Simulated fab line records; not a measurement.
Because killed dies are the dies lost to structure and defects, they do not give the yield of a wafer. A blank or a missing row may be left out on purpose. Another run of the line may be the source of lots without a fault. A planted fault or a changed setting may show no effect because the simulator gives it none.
Chamber matching -- flow nandHarc -- NHARC_P_BONDPAD_DESCUM_11 on rieDiel-09 has 4 sister chambers
The step chemistry O2, time 3 s. 4 wafers are shown with their chamber, then 7 later ones without.

WAFERS, EACH WITH ITS CHAMBER
wafer,chamber,drypumpMotorCurrentA (A)
L077.6,0,6.3
L080.4,3,6.3
L084.2,2,6.1
L084.3,1,6.2

WAFERS MISSING THEIR CHAMBER
wafer,drypumpMotorCurrentA (A)
L084.6,6.4
L085.2,6.2
L085.3,6.3
L085.4,6.3
L092.1,6.2
L092.2,6.3
L092.5,6.3

THE CHAMBER EACH PASSED THROUGH
wafer,from the rows above,in truth
L084.6,can't be placed: 0 or 3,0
L085.2,1,1
L085.3,can't be placed: 0 or 3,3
L085.4,can't be placed: 0 or 3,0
L092.1,1,1
L092.2,can't be placed: 0 or 3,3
L092.5,can't be placed: 0 or 3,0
Correctly placed: 2 of 7. These rows do not allow placing 5 (true chamber among the candidates in 5). Number placed wrongly: 0.
How it was worked out, from the rows above alone: a wafer's distance from a chamber is the root of the sum, over the readings, of the square of ((its reading less the chamber's mean) divided by the reading's scatter). The wafer belongs to the nearest chamber; if the next one is less than 2 further off, it can't be placed. The mean given for a chamber averages the wafers shown for that chamber. The scatter: with one shown wafer a chamber, the root of the mean of the squares of how far each hidden wafer lies from its nearest shown one.
